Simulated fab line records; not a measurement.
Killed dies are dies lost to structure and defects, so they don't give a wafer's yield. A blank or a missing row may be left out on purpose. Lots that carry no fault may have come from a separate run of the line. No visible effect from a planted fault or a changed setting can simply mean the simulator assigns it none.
Split-lot study ; flow n5Finfet ; 21 wafers read from 7 lots, route of 1938 steps

## THE SPLIT
At N5_BEOL_M0_SAQP_ETCH_106 (etches SOC in N2/H2, stops on SiNx, target depth 150 nm), the setting targetDepthA was moved away from the recipe's 1500 angstrom on 7 of the 21 wafers read, by -9.4% to +11.7%. All remaining wafers had this setting at the recipe value.

There is no step in the file separating the split from the reading.

## THE READING
SOC_of_BEOL_M0_SAQP_COAT_105.thkNm (the simulator's own value, which no gauge read), in nm, at N5_BEOL_M0_SAQP_ETCH_107 (etches SiNx in CH3F/O2, target depth 30 nm). The file gives no usual value for it. Here, 14 wafers ran the recipe; their average is 13.5 nm with a standard deviation of 1.7 nm.

wafer;tool, chamber at the split;targetDepthA as run, angstrom;against the recipe;SOC_of_BEOL_M0_SAQP_COAT_105.thkNm, nm;against lot-mates on the recipe
L080.2;rieDiel-02, 3;1427;-4.9%;17.2;+3.5
L080.3;rieDiel-02, 0;1500;recipe;13.8;-
L080.6;rieDiel-02, 2;1500;recipe;13.6;-
L083.4;rieDiel-06, 1;1500;recipe;13;-
L083.5;rieDiel-06, 1;1500;recipe;13.2;-
L083.6;rieDiel-06, 0;1500;recipe;14.4;-
L084.1;rieDiel-01, 0;1500;recipe;12.4;-
L084.2;rieDiel-01, 3;1500;recipe;16.6;-
L084.4;rieDiel-01, 3;1500;recipe;16;-
L085.1;rieDiel-06, 1;1500;recipe;13.4;-
L085.3;rieDiel-06, 2;1500;recipe;10.6;-
L085.4;rieDiel-06, 0;1500;recipe;14.6;-
L086.1;rieDiel-02, 3;1359;-9.4%;21.4;+11.4
L086.2;rieDiel-02, 1;1359;-9.4%;18;+8.0
L086.5;rieDiel-02, 1;1500;recipe;10;-
L088.3;rieDiel-02, 1;1676;+11.7%;1.6;-12.0
L088.4;rieDiel-02, 2;1500;recipe;13.6;-
L088.6;rieDiel-02, 0;1676;+11.7%;5.4;-8.2
L092.2;rieDiel-02, 2;1500;recipe;13.4;-
L092.3;rieDiel-02, 0;1630;+8.7%;6.2;-7.2
L092.5;rieDiel-02, 3;1630;+8.7%;8;-5.4

FIT RESULTS
A straight line over all 21 wafers: SOC_of_BEOL_M0_SAQP_COAT_105.thkNm changes by -0.762 nm for each +1% of targetDepthA; r = -0.93; the points scatter about the line by 1.8 nm.
The same after taking each lot's own level away (the mean of its wafers on the recipe; 21 wafers): -0.878 nm for each +1%; r = -0.96; scatter 1.5 nm.
Per that fit: largest targetDepthA move, reading shift of 10 nm.
The span of the lots' own levels, 10.00 to 15.00 nm, comes to 3.0 times the standard deviation stated above.
So the slope is not independent of the lot-to-lot level: the two fits are not the same.
Check: with one of the wafers moved furthest among these (+11.7%) left out of the fit, the line predicts -9.44 nm for it against its lot-mates. Against them it came out at -12 nm.

## FURTHER SPLITS ON THESE WAFERS
Note: prior to the reading, these wafers also went through further splits. Each is held against what the fit with the lots' levels taken away leaves over:
other split on the same wafers;wafers away from the commonest value;r with SOC_of_BEOL_M0_SAQP_COAT_105.thkNm (lot level and that fit taken away)
N5_MOL_CONTACT_COAG_EXPOSE_81 doseMj;7;+0.07
N5_BEOL_M0_SAQP_ILD_DEP_01 timeS;8;+0.16
N5_BEOL_M0_SAQP_COAT_82 spinRpm;10;-0.14
N5_BEOL_M0_SAQP_SPACER1_ALD_98 aldCycles;11;+0.04

## THE WHOLE CHAIN: every reading that the file lists as answering this split, in the file's order
step;what it does;reading;change (the file's fit);r (the file's)
N5_BEOL_M0_SAQP_ETCH_106;etches SOC in N2/H2, stops on SiNx, target depth 150 nm;SOC_of_BEOL_M0_SAQP_COAT_105.thkNm (the simulator's own value, which no gauge read);-0.862 nm for each +1% of the setting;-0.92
N5_BEOL_M0_SAQP_ETCH_107;etches SiNx in CH3F/O2, target depth 30 nm;SOC_of_BEOL_M0_SAQP_COAT_105.thkNm (the simulator's own value, which no gauge read);-0.866 nm for each +1% of the setting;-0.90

## FILE'S OWN FIT
SOC_of_BEOL_M0_SAQP_COAT_105.thkNm changes by -0.866 nm for each +1% of targetDepthA, r = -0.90.
